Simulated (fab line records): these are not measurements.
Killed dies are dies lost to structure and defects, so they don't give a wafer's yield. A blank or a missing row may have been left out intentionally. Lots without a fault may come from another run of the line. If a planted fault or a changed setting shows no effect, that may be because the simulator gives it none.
Which tool is to blame? || flow n5_finfet || route of 1938 steps, sampled at 1 step: 12 lots, 36 wafers

== WHAT THE GAUGES SHOWED, per wafer ==
N5_BEOL_M14_THK_MEAS_01.
{"lot": "L074", "measured": "day 11 15:27", "on": "film_metro-02", "M14_ILD_THK (nm)": "1105 1095 1122"}
{"lot": "L077", "measured": "day 12 09:41", "on": "film_metro-01", "M14_ILD_THK (nm)": "1101 1104 1118"}
{"lot": "L080", "measured": "day 12 09:53", "on": "film_metro-02", "M14_ILD_THK (nm)": "1120 1106 1143"}
{"lot": "L081", "measured": "day 12 17:34", "on": "film_metro-02", "M14_ILD_THK (nm)": "1110 1108 1137"}
{"lot": "L085", "measured": "day 13 23:24", "on": "film_metro-02", "M14_ILD_THK (nm)": "1110 1121 1121"}
{"lot": "L083", "measured": "day 13 23:58", "on": "film_metro-02", "M14_ILD_THK (nm)": "1118 1123 1136"}
{"lot": "L087", "measured": "day 14 08:40", "on": "film_metro-01", "M14_ILD_THK (nm)": "1098 1106 1122"}
{"lot": "L091", "measured": "day 15 11:42", "on": "film_metro-01", "M14_ILD_THK (nm)": "1118 1108 1141"}
{"lot": "L090", "measured": "day 15 16:57", "on": "film_metro-01", "M14_ILD_THK (nm)": "1108 1121 1131"}
{"lot": "L092", "measured": "day 16 04:38", "on": "film_metro-01", "M14_ILD_THK (nm)": "1119 1110 1121"}
{"lot": "L094", "measured": "day 16 19:58", "on": "film_metro-02", "M14_ILD_THK (nm)": "1129 1113 1120"}
{"lot": "L097", "measured": "day 17 04:23", "on": "film_metro-02", "M14_ILD_THK (nm)": "1087 1125 1126"}

== WHAT TOOL EACH LOT RAN ON (gives the tool, then ch and the chambers of the sampled wafers, and finally the start) ==
The record shows no process step preceding these readings.

== THE ANSWER, worked out from the rows above alone ==
Rule: usual is defined by the lots themselves. Put in order of their means at a reading, lots are off if they are a third of the lots or fewer, leave a main group of 4 or more, and stand apart from it by a gap of 3 or more times the standard deviation of the main group's means; of several such gaps the widest counts. A main group is skipped when, at the precision printed for the reading in the tables above, its means are all equal. Also off: a lot with no number at a reading for which 4 or more lots have one. The other lots that the step has rows for count as sound.
Nothing can be told from this: no lot is off at any reading shown.

== WHAT WAS PUT IN BY THE SIMULATOR ==
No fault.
